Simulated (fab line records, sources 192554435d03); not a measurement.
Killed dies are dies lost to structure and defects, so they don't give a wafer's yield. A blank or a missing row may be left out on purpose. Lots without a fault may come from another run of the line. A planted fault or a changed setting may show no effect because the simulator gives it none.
fab line records | flow n5_finfet | part 1 of 2: steps 1 to 4 of 6
record lots=20 wafers=60 last_day=18
route steps=1938 shown FIN_SAQP@102 FIN_CUT@177
lots that met no fault: from a run of the same line without faults
start_h: hours from the record's first day to the start of the lot's first wafer shown | wait_h: hours since the lot's step before | " the same as in the row above | L1.1+2: a row that stands for several wafers | - no value, or no start given | * or withheld: withheld | < > ~ a bound
route shown NAME@n: a module of which the file shows steps, and the number in the route of the first | usual: mean/standard deviation of fault-free wafers | same: alike in all rows | chamber/n: place in a boat | sites: the reading at each site | _std_site: their standard deviation | _edge_site: outer sites' mean less inner sites' | radius_mm: how far each site lies from the wafer's centre | mask NAME#n: copy n | behind: the tool/chamber that last shaped the wafer | hold: why the lot was held/for how many hours/how that ended | device: the transistor (n, p or np) that didn't switch | end of line: the same wafers' tests at the end of the route | a step without rows: its recipe alone | killed: dies lost to structure and defects at the first sort, not the wafer's yield | map: a wafer's dies, x killed, . not, _ none there
set.NAME: the setting as run; set.NAME@STEP: as run at that earlier step | model.NAME: the simulator's own value behind a step, which no gauge read
steps of the route over a sample of lots; a table a step, a row a wafer
services: from which hour (start_h, from the record's first day; less than 0 if before it) a tool's chamber was out of use, for how many hours, and why
## steps
# step N5_FIN_SAQP_HM_DEP_72
# recipe material=SiO2 target_thk_a=120 temp_c=400 precursor=SiH4/N2O pressure_torr=0.75 rf_w=275 time_s=7.2
# usual heater_power_w=774/91 showerhead_plenum_p_Torr=8.14/0.19
# columns lot.wafer tool chamber start_h wait_h heater_power_w showerhead_plenum_p_Torr
L075.2 pecvd-03 0 27.91 0.0 914 7.98
L075.5 " 1 " " 724 8.10
L075.6 " 0 " " 897 7.97
L076.1 pecvd-01 1 34.07 0.0 696 8.03
L076.4 " 1 " " 680 8.04
L076.6 " 0 " " 682 7.82
L077.2 pecvd-01 2 40.04 0.0 726 8.08
L077.5 " 0 " " 756 7.82
L077.6 " 2 " " 703 8.07
L078.1 pecvd-01 0 45.91 0.0 672 7.82
L078.3 " 2 " " 753 8.07
L078.5 " 0 " " 672 7.81
L080.1 pecvd-02 2 57.09 0.0 754 8.51
L080.3 " 1 " " 778 8.23
L080.4 " 0 " " 760 8.25
L081.1 pecvd-03 0 63.77 0.0 927 7.97
L081.3 " 1 " " 744 8.10
L081.5 " 1 " " 740 8.09
L083.1 pecvd-01 0 75.94 0.0 711 7.81
L083.5 " 1 " " 688 8.04
L083.6 " 0 " " 707 7.83
L084.3 pecvd-02 1 83.01 0.0 736 8.23
L084.4 " 1 " " 735 8.24
L084.5 " 0 " " 761 8.22
L085.1 pecvd-02 1 88.20 0.0 832 8.24
L085.4 " 0 " " 768 8.24
L085.5 " 1 " " 839 8.23
L086.1 pecvd-01 1 94.10 0.0 686 8.06
L086.2 " 2 " " 640 8.08
L086.5 " 0 " " 708 7.82
L087.3 pecvd-02 1 100.42 0.0 772 8.24
L087.4 " 2 " " 694 8.52
L087.6 " 0 " " 820 8.25
L088.2 pecvd-02 1 106.53 0.0 771 8.22
L088.3 " 0 " " 846 8.23
L088.5 " 1 " " 771 8.23
L089.1 pecvd-02 2 111.92 0.0 795 8.53
L089.2 " 1 " " 719 8.23
L089.4 " 0 " " 724 8.23
L090.3 pecvd-02 1 118.75 0.0 794 8.21
L090.4 " 2 " " 719 8.51
L090.6 " 0 " " 724 8.22
L091.1 pecvd-01 2 124.91 0.0 639 8.12
L091.3 " 0 " " 767 7.81
L091.4 " 1 " " 698 8.05
L092.2 pecvd-02 2 128.87 0.0 818 8.52
L092.4 " 1 " " 837 8.23
L092.6 " 0 " " 851 8.23
L093.2 pecvd-03 1 135.67 0.0 732 8.08
L093.5 " 1 " " 746 8.08
L093.6 " 0 " " 989 7.98
L095.1 pecvd-03 1 147.80 0.0 783 8.07
L095.3 " 2 " " 922 8.14
L095.4 " 2 " " 930 8.14
L096.2 pecvd-03 0 153.53 0.0 946 7.97
L096.3 " 2 " " 977 8.14
L096.4 " 0 " " 950 8.00
L097.1 pecvd-03 2 159.17 0.0 967 8.15
L097.2 " 0 " " 901 7.98
L097.6 " 2 " " 965 8.13
# step N5_FIN_SAQP_SPACER2_ALD_28
# recipe material=SiO2 target_thk_a=81 temp_c=300 ald_precursor_family=BDEAS ald_co_reactant=O2-plasma pulse_time_s=1 purge_time_s=2 co_reactant_purge_time_s=2 pressure_torr=2
# usual heater_power_w=465/55 precursor_pulse_height_rel=1.002/0.019
# same purge_time_s=2
# columns lot.wafer tool chamber start_h wait_h heater_power_w precursor_pulse_height_rel
L075.2 ald_sin-02 0 32.11 0.1 491 1.003
L075.5 " 3 " " 409 0.996
L075.6 " 2 " " 489 1.022
L076.1 ald_sin-02 0 37.77 0.1 500 0.992
L076.4 " 2 " " 480 0.997
L076.6 " 0 " " 496 0.989
L077.2 ald_sin-04 3 44.22 0.1 486 1.034
L077.5 " 3 " " 474 0.967
L077.6 " 0 " " 425 1.013
L078.1 ald_sin-04 2 52.13 0.5 423 1.000
L078.3 " 1 " " 481 1.021
L078.5 " 3 " " 475 1.000
L080.1 ald_sin-01 1 61.09 0.1 389 0.990
L080.3 " 0 " " 400 1.029
L080.4 " 2 " " 552 0.968
L081.1 ald_sin-01 2 71.56 0.9 532 0.987
L081.3 " 1 " " 396 1.007
L081.5 " 2 " " 541 0.991
L083.1 ald_sin-01 3 80.00 0.1 535 0.989
L083.5 " 0 " " 402 1.005
L083.6 " 1 " " 393 0.994
L084.3 ald_sin-04 3 86.96 0.3 476 0.976
L084.4 " 2 " " 416 0.988
L084.5 " 0 " " 419 1.016
L085.1 ald_sin-04 0 91.97 0.1 433 1.005
L085.4 " 3 " " 480 0.993
L085.5 " 2 " " 423 0.986
L086.1 ald_sin-04 0 99.83 0.7 422 0.995
L086.2 " 2 " " 419 0.975
L086.5 " 1 " " 486 0.985
L087.3 ald_sin-04 1 104.78 0.6 492 1.049
L087.4 " 3 " " 484 0.973
L087.6 " 0 " " 429 0.998
L088.2 ald_sin-01 2 110.38 0.1 522 1.034
L088.3 " 0 " " 408 1.019
L088.5 " 2 " " 522 0.995
L089.1 ald_sin-04 0 116.53 0.5 423 1.050
L089.2 " 2 " " 417 1.019
L089.4 " 1 " " 493 1.015
L090.3 ald_sin-01 1 124.26 1.3 388 1.039
L090.4 " 0 " " 403 1.010
L090.6 " 0 " " 414 1.007
L091.1 ald_sin-01 1 128.86 0.2 381 1.034
L091.3 " 0 " " 411 0.997
L091.4 " 1 " " 391 1.020
L092.2 ald_sin-01 0 134.01 1.7 411 0.984
L092.4 " 3 " " 526 1.007
L092.6 " 0 " " 418 1.040
L093.2 ald_sin-02 0 139.34 0.1 495 0.954
L093.5 " 2 " " 482 1.027
L093.6 " 1 " " 569 0.996
L095.1 ald_sin-01 0 152.12 0.1 415 1.000
L095.3 " 2 " " 528 1.015
L095.4 " 1 " " 383 1.006
L096.2 ald_sin-02 2 157.21 0.1 494 0.997
L096.3 " 3 " " 412 1.011
L096.4 " 0 " " 494 0.973
L097.1 ald_sin-01 1 164.26 1.6 391 1.017
L097.2 " 0 " " 402 0.995
L097.6 " 3 " " 501 1.000
# step N5_FIN_SAQP_HM_OPEN_33
# recipe chemistry=CH3F/O2 target=SiNx mask_material=SiO2 target_depth_a=494 time_s=70.6 pressure_mtorr=30 source_w=395 bias_w=73 Ar_flow_sccm=150 CH3F_flow_sccm=30 O2_flow_sccm=20 ion_energy_ev=120 ends=cleared
# usual bias_w=72.99/0.21 drypump_motor_current_A=5.7/0.47 etch_rf_on_time_s=69.5/1.4 oes_ar_750_au=0.79/0.09 oes_f_703_au=0.80/0.088 oes_product_au=0.67/0.079 rf_vpp_V=296/4.7 showerhead_plenum_p_Torr=2.03/0.057 throttle_valve_pct=16.42/0.23
# columns lot.wafer tool chamber start_h wait_h bias_w drypump_motor_current_A etch_rf_on_time_s oes_ar_750_au oes_f_703_au oes_product_au rf_hours_counter_h rf_vpp_V showerhead_plenum_p_Torr throttle_valve_pct
L075.2 rie_diel-03 1 32.68 0.0 72.89 6.0 67.6 0.70 0.71 0.58 243 293 1.98 16.68
L075.5 " 0 " " 73.26 5.9 70.1 0.70 0.68 0.60 - 301 2.06 16.74
L075.6 " 3 " " 73.34 5.7 69.8 0.76 0.77 0.63 - 290 1.97 16.22
L076.1 rie_diel-06 3 38.37 0.0 72.72 5.6 66.9 0.81 0.83 0.68 125 293 2.00 16.55
L076.4 " 2 " " 72.73 5.6 71.9 0.73 0.73 0.62 197 300 2.07 16.58
L076.6 " 3 " " 72.71 5.7 67.6 0.81 0.83 0.69 - 291 2.00 16.57
L077.2 rie_diel-06 3 44.79 0.0 73.09 5.7 67.8 0.81 0.83 0.69 127 291 2.00 16.57
L077.5 " 0 " " 73.00 5.2 70.3 0.84 0.84 0.72 - 304 2.11 16.32
L077.6 " 1 " " 72.87 6.0 71.2 0.69 0.70 0.58 - 293 1.90 16.52
L078.1 rie_diel-03 3 52.70 0.0 72.78 5.8 67.9 0.75 0.77 0.63 213 291 1.97 16.23
L078.3 " 1 " " 72.62 6.0 67.2 0.69 0.70 0.58 249 292 1.98 16.70
L078.5 " 3 " " 72.88 5.8 70.4 0.74 0.77 0.63 - 291 1.97 16.24
L080.1 rie_diel-01 1 61.85 0.2 73.04 6.4 67.0 0.94 0.94 0.80 26 299 2.04 15.93
L080.3 " 2 " " 73.23 5.3 70.0 0.74 0.77 0.62 196 289 1.99 16.54
L080.4 " 0 " " 73.06 6.7 72.4 0.73 0.73 0.60 213 292 2.06 16.56
L081.1 rie_diel-03 2 72.13 0.0 72.77 5.3 69.7 0.69 0.68 0.59 249 293 2.05 16.73
L081.3 " 3 " " 72.83 5.7 68.1 0.74 0.76 0.63 220 292 1.96 16.26
L081.5 " 3 " " 72.72 5.7 69.1 0.75 0.77 0.63 - 290 1.96 16.25
L083.1 rie_diel-01 2 80.63 0.0 73.12 5.3 67.4 0.74 0.77 0.62 202 289 1.99 16.57
L083.5 " 0 " " 72.97 6.7 71.0 0.72 0.73 0.60 - 292 2.06 16.58
L083.6 " 2 " " 72.97 5.3 69.2 0.75 0.77 0.62 - 288 1.99 16.58
L084.3 rie_diel-06 3 87.53 0.0 73.22 5.7 66.9 0.79 0.82 0.67 145 294 1.99 16.60
L084.4 " 2 " " 72.75 5.6 70.0 0.72 0.72 0.60 214 301 2.07 16.59
L084.5 " 3 " " 72.86 5.7 68.1 0.79 0.81 0.68 - 292 1.99 16.60
L085.1 rie_diel-06 1 92.54 0.0 72.79 6.0 68.1 0.97 0.98 0.84 4 300 2.15 16.06
L085.4 " 0 " " 72.99 5.1 70.9 0.83 0.81 0.70 105 305 2.11 16.35
L085.5 " 1 " " 73.20 6.0 68.3 0.97 0.97 0.84 - 299 2.15 16.08
L086.1 rie_diel-01 3 100.42 0.0 72.96 5.5 67.6 0.72 0.73 0.62 195 294 1.99 16.48
L086.2 " 1 " " 72.98 6.4 67.4 0.90 0.91 0.77 39 299 2.04 15.95
L086.5 " 2 " " 72.71 5.3 71.6 0.74 0.76 0.62 - 289 1.98 16.57
L087.3 rie_diel-06 1 105.53 0.2 73.11 6.0 68.7 0.95 0.95 0.82 8 298 2.15 16.09
L087.4 " 3 " " 72.88 5.7 69.2 0.79 0.80 0.67 151 294 1.99 16.61
L087.6 " 0 " " 73.34 5.1 71.2 0.82 0.82 0.68 - 304 2.11 16.37
L088.2 rie_diel-06 0 110.98 0.0 73.47 5.2 70.1 0.82 0.81 0.69 112 303 2.11 16.37
L088.3 " 2 " " 73.00 5.6 69.1 0.71 0.72 0.59 223 298 2.06 16.61
L088.5 " 2 " " 72.86 5.6 70.9 0.72 0.72 0.60 - 299 2.06 16.61
L089.1 rie_diel-06 2 117.20 0.1 73.10 5.5 71.2 0.70 0.71 0.60 225 298 2.06 16.60
L089.2 " 1 " " 73.12 6.0 68.4 0.94 0.94 0.80 13 299 2.15 16.10
L089.4 " 3 " " 73.04 5.6 69.2 0.78 0.81 0.67 155 293 1.99 16.63
L090.3 rie_diel-03 2 124.83 0.0 73.32 5.3 70.6 0.97 0.95 0.82 3 294 2.05 16.24
L090.4 " 3 " " 72.97 5.8 68.5 0.72 0.75 0.61 - 291 1.96 16.31
L090.6 " 2 " " 73.37 5.3 72.3 0.96 0.96 0.82 - 293 2.05 16.23
L091.1 rie_diel-03 2 129.55 0.2 73.24 5.3 71.5 0.95 0.95 0.81 6 293 2.05 16.24
L091.3 " 1 " " 73.09 6.0 68.1 0.92 0.93 0.77 22 295 1.97 16.31
L091.4 " 3 " " 72.93 5.7 69.7 0.73 0.75 0.61 - 291 1.96 16.29
L092.2 rie_diel-03 1 135.09 0.3 73.30 6.0 68.4 0.91 0.92 0.76 25 294 1.97 16.31
L092.4 " 1 " " 72.65 6.0 68.7 0.92 0.93 0.77 - 294 1.97 16.30
L092.6 " 3 " " 72.55 5.7 69.1 0.73 0.75 0.61 - 291 1.96 16.31
L093.2 rie_diel-01 0 139.91 0.0 72.50 6.7 72.1 0.71 0.72 0.59 241 292 2.05 16.62
L093.5 " 2 " " 72.81 5.3 70.9 0.73 0.75 0.61 - 288 1.98 16.59
L093.6 " 3 " " 72.82 5.5 69.6 0.71 0.72 0.61 - 293 1.98 16.50
L095.1 rie_diel-01 3 152.74 0.0 73.11 5.5 68.0 0.70 0.71 0.61 213 294 1.98 16.51
L095.3 " 1 " " 72.90 6.4 67.5 0.88 0.88 0.75 58 299 2.03 16.01
L095.4 " 0 " " 73.05 6.7 72.2 0.70 0.71 0.59 246 292 2.05 16.62
L096.2 rie_diel-01 1 157.78 0.0 72.92 6.4 67.6 0.88 0.88 0.76 60 299 2.03 15.98
L096.3 " 0 " " 72.87 6.7 70.9 0.70 0.72 0.58 247 292 2.05 16.63
L096.4 " 2 " " 73.14 5.3 70.3 0.72 0.75 0.60 229 289 1.98 16.63
L097.1 rie_diel-06 3 164.92 0.0 72.96 5.7 66.4 0.76 0.79 0.66 171 293 1.98 16.67
L097.2 " 2 " " 73.50 5.5 69.0 0.70 0.70 0.59 243 300 2.06 16.66
L097.6 " 0 " " 73.23 5.2 70.0 0.80 0.80 0.68 - 304 2.10 16.39
# step N5_FIN_SAQP_ETCH_34
# recipe chemistry=C4F6/O2 target=SiO2 target_depth_a=450 time_s=15 ion_energy_ev=250 pressure_mtorr=30 source_w=345 bias_w=185 Ar_flow_sccm=300 C4F6_flow_sccm=10 O2_flow_sccm=10 ends=cleared
# usual bias_w=185.0/0.5 drypump_motor_current_A=5.8/0.47 etch_rf_on_time_s=14.99/0.26 oes_ar_750_au=0.79/0.088 oes_f_703_au=0.79/0.086 oes_product_au=0.67/0.078 rf_vpp_V=661/11 showerhead_plenum_p_Torr=2.89/0.079 throttle_valve_pct=21.15/0.22
# columns lot.wafer tool chamber start_h wait_h bias_w drypump_motor_current_A etch_rf_on_time_s oes_ar_750_au oes_f_703_au oes_product_au rf_hours_counter_h rf_vpp_V showerhead_plenum_p_Torr throttle_valve_pct
L075.2 rie_diel-03 1 32.75 0.0 185.5 6.0 14.60 0.69 0.69 0.59 243 655 2.83 21.47
L075.5 " 0 " " 184.8 5.8 15.13 0.69 0.68 0.59 - 674 2.92 21.46
L075.6 " 3 " " 184.6 5.7 14.86 0.75 0.77 0.63 - 648 2.80 20.89
L076.1 rie_diel-06 3 38.44 0.0 184.6 5.7 14.62 0.80 0.83 0.68 125 654 2.84 21.30
L076.4 " 2 " " 185.9 5.5 15.01 0.73 0.73 0.62 197 671 2.95 21.33
L076.6 " 3 " " 185.7 5.6 14.59 0.81 0.83 0.69 - 653 2.84 21.32
L077.2 rie_diel-06 3 44.86 0.0 184.5 5.7 14.50 0.81 0.83 0.69 127 654 2.84 21.32
L077.5 " 0 " " 184.2 5.1 15.01 0.84 0.82 0.72 - 682 3.01 21.11
L077.6 " 1 " " 185.8 6.1 15.16 0.69 0.70 0.58 - 659 2.72 21.24
L078.1 rie_diel-03 3 52.77 0.0 184.9 5.7 14.96 0.75 0.77 0.63 213 648 2.80 20.89
L078.3 " 1 " " 184.6 6.0 14.79 0.69 0.69 0.58 249 655 2.83 21.46
L078.5 " 3 " " 184.0 5.7 14.78 0.75 0.77 0.63 - 649 2.80 20.88
L080.1 rie_diel-01 1 61.92 0.0 184.8 6.4 14.93 0.93 0.93 0.79 26 668 2.91 20.67
L080.3 " 2 " " 184.7 5.3 15.13 0.75 0.76 0.62 196 645 2.83 21.25
L080.4 " 0 " " 185.4 6.7 15.53 0.73 0.74 0.60 213 654 2.93 21.24
L081.1 rie_diel-03 2 72.20 0.0 185.5 5.3 15.32 0.68 0.68 0.58 249 659 2.92 21.44
L081.3 " 3 " " 185.1 5.8 14.74 0.75 0.76 0.63 220 649 2.80 20.91
L081.5 " 3 " " 185.0 5.7 14.86 0.74 0.77 0.63 - 650 2.80 20.91
L083.1 rie_diel-01 2 80.70 0.0 184.3 5.3 14.97 0.74 0.76 0.62 202 646 2.83 21.27
L083.5 " 0 " " 185.2 6.7 15.54 0.73 0.74 0.60 - 652 2.93 21.25
L083.6 " 2 " " 184.8 5.3 14.95 0.74 0.76 0.62 - 646 2.83 21.25
L084.3 rie_diel-06 3 87.60 0.0 186.2 5.7 14.60 0.80 0.80 0.67 145 654 2.83 21.34
L084.4 " 2 " " 186.0 5.5 15.22 0.72 0.71 0.60 214 670 2.94 21.36
L084.5 " 3 " " 184.9 5.6 14.67 0.79 0.81 0.67 - 654 2.83 21.33
L085.1 rie_diel-06 1 92.61 0.0 184.7 6.0 14.71 0.97 0.98 0.83 4 671 3.05 20.86
L085.4 " 0 " " 185.8 5.2 15.16 0.82 0.80 0.70 105 682 3.00 21.14
L085.5 " 1 " " 184.4 6.1 14.60 0.97 0.97 0.84 - 670 3.05 20.90
L086.1 rie_diel-01 3 100.49 0.0 184.5 5.4 14.95 0.73 0.73 0.62 195 661 2.83 21.16
L086.2 " 1 " " 185.2 6.4 14.74 0.90 0.90 0.78 39 671 2.90 20.70
L086.5 " 2 " " 185.0 5.3 15.16 0.74 0.75 0.61 - 645 2.82 21.26
L087.3 rie_diel-06 1 105.60 0.0 184.5 6.0 14.85 0.95 0.95 0.82 8 669 3.05 20.91
L087.4 " 3 " " 185.6 5.7 14.54 0.79 0.80 0.67 151 652 2.83 21.35
L087.6 " 0 " " 185.2 5.2 15.25 0.81 0.79 0.69 - 681 3.00 21.14
L088.2 rie_diel-06 0 111.05 0.0 185.4 5.1 15.01 0.81 0.79 0.70 112 682 2.99 21.15
L088.3 " 2 " " 184.9 5.6 14.95 0.71 0.71 0.60 223 671 2.94 21.35
L088.5 " 2 " " 185.3 5.5 14.99 0.71 0.71 0.61 - 670 2.94 21.36
L089.1 rie_diel-06 2 117.27 0.0 185.9 5.6 15.29 0.71 0.72 0.60 225 672 2.94 21.36
L089.2 " 1 " " 185.0 6.1 14.83 0.94 0.95 0.80 13 670 3.05 20.89
L089.4 " 3 " " 185.6 5.7 14.70 0.78 0.80 0.66 155 654 2.83 21.36
L090.3 rie_diel-03 2 124.90 0.0 184.8 5.3 15.33 0.97 0.97 0.82 3 658 2.91 21.04
L090.4 " 3 " " 185.3 5.7 14.87 0.73 0.75 0.61 - 649 2.79 20.94
L090.6 " 2 " " 185.0 5.3 15.27 0.96 0.96 0.82 - 658 2.91 21.08
L091.1 rie_diel-03 2 129.62 0.0 185.3 5.3 15.52 0.95 0.94 0.79 6 659 2.91 21.06
L091.3 " 1 " " 185.2 6.0 14.98 0.92 0.92 0.77 22 654 2.82 21.18
L091.4 " 3 " " 184.9 5.7 14.86 0.73 0.74 0.61 - 648 2.79 20.96
L092.2 rie_diel-03 1 135.16 0.0 185.4 6.0 15.22 0.91 0.92 0.76 25 654 2.82 21.17
L092.4 " 1 " " 185.6 6.0 15.21 0.91 0.91 0.76 - 655 2.82 21.15
L092.6 " 3 " " 184.1 5.7 15.12 0.72 0.74 0.60 - 648 2.78 20.94
L093.2 rie_diel-01 0 139.98 0.0 185.3 6.7 15.33 0.70 0.72 0.58 241 654 2.92 21.28
L093.5 " 2 " " 184.7 5.3 15.01 0.72 0.75 0.61 - 645 2.82 21.28
L093.6 " 3 " " 184.4 5.5 14.93 0.72 0.72 0.61 - 660 2.82 21.20
L095.1 rie_diel-01 3 152.81 0.0 184.4 5.5 15.01 0.71 0.72 0.61 213 659 2.82 21.21
L095.3 " 1 " " 184.9 6.5 14.93 0.88 0.88 0.76 58 668 2.89 20.73
L095.4 " 0 " " 185.0 6.7 15.48 0.71 0.72 0.59 246 653 2.92 21.28
L096.2 rie_diel-01 1 157.85 0.0 185.0 6.4 14.83 0.88 0.88 0.75 60 669 2.89 20.73
L096.3 " 0 " " 185.0 6.7 15.37 0.70 0.72 0.59 247 653 2.92 21.30
L096.4 " 2 " " 184.6 5.3 15.03 0.72 0.75 0.60 229 645 2.81 21.27
L097.1 rie_diel-06 3 164.99 0.0 185.6 5.7 14.57 0.76 0.79 0.65 171 655 2.82 21.38
L097.2 " 2 " " 184.2 5.5 15.02 0.69 0.70 0.59 243 669 2.93 21.39
L097.6 " 0 " " 185.7 5.1 15.35 0.79 0.77 0.67 - 681 2.99 21.18
